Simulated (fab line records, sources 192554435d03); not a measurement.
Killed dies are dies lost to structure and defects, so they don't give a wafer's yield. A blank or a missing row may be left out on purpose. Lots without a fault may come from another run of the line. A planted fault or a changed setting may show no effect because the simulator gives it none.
Chamber matching | flow n5_finfet | N5_BEOL_M7_PECVD_70 on pecvd-02: 3 sister chambers
The step deposits SiO2 from TEOS/O2, target thk 20 nm, time 22.7 s. 18 wafers are shown with their chamber, then 9 later ones without.

WAFERS WITH THEIR CHAMBER
wafer  | chamber | showerhead_plenum_p_Torr (Torr) | throttle_valve_pct (%) | heater_power_w (W)
L074.2 | 0       | 8.69                            | 22.8                   | 766
L074.3 | 1       | 8.87                            | 23.8                   | 659
L074.4 | 2       | 8.74                            | 22.9                   | 609
L081.1 | 1       | 8.88                            | 23.4                   | 701
L081.2 | 2       | 8.70                            | 21.0                   | 642
L081.3 | 0       | 8.70                            | 22.8                   | 759
L084.1 | 2       | 8.72                            | 21.0                   | 665
L084.3 | 0       | 8.71                            | 22.5                   | 722
L084.6 | 0       | 8.68                            | 22.8                   | 708
L085.2 | 1       | 8.86                            | 23.9                   | 608
L085.5 | 0       | 8.68                            | 22.6                   | 787
L085.6 | 2       | 8.69                            | 21.1                   | 635
L087.1 | 0       | 8.69                            | 23.2                   | 724
L087.4 | 0       | 8.67                            | 22.7                   | 736
L087.5 | 1       | 8.87                            | 23.6                   | 627
L091.3 | 1       | 8.87                            | 23.8                   | 589
L091.4 | 0       | 8.68                            | 22.9                   | 730
L091.6 | 2       | 8.69                            | 20.8                   | 644

SIGNATURES (means of the wafers above)
reading                  | chamber 0 | chamber 1 | chamber 2 | scatter within a chamber
showerhead_plenum_p_Torr | 8.6875    | 8.8700    | 8.7080    | 0.0147
throttle_valve_pct       | 22.788    | 23.700    | 21.360    | 0.482
heater_power_w           | 741.50    | 636.80    | 639.00    | 31
Rule: a wafer's distance from a chamber is the root of the sum, over the readings, of the square of ((its reading less the chamber's mean) divided by the reading's scatter). The wafer belongs to the nearest chamber; if the next one is less than 2 further off, it can't be placed. The scatter: the root of (the sum of the squares of (reading less its chamber's mean) over the shown wafers, divided by (wafers less chambers)).

WAFERS WITHOUT THEIR CHAMBER
wafer  | showerhead_plenum_p_Torr (Torr) | throttle_valve_pct (%) | heater_power_w (W)
L095.1 | 8.87                            | 23.6                   | 602
L095.2 | 8.69                            | 21.0                   | 695
L095.3 | 8.70                            | 22.9                   | 754
L094.1 | 8.68                            | 22.9                   | 667
L094.2 | 8.86                            | 24.0                   | 624
L094.3 | 8.72                            | 21.1                   | 716
L097.1 | 8.67                            | 23.0                   | 803
L097.3 | 8.69                            | 22.9                   | 803
L097.6 | 8.86                            | 23.9                   | 685

WHICH CHAMBER EACH WENT THROUGH
wafer  | from the rows above     | in truth
L095.1 | 1                       | 1
L095.2 | can't be placed: 2 or 0 | 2
L095.3 | 0                       | 0
L094.1 | can't be placed: 0 or 2 | 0
L094.2 | 1                       | 1
L094.3 | can't be placed: 2 or 0 | 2
L097.1 | 0                       | 0
L097.3 | 0                       | 0
L097.6 | 1                       | 1
Placed correctly: 6 of 9. Can't be placed from these rows: 3 (the true chamber is among the candidates in 3). Placed wrongly: 0.
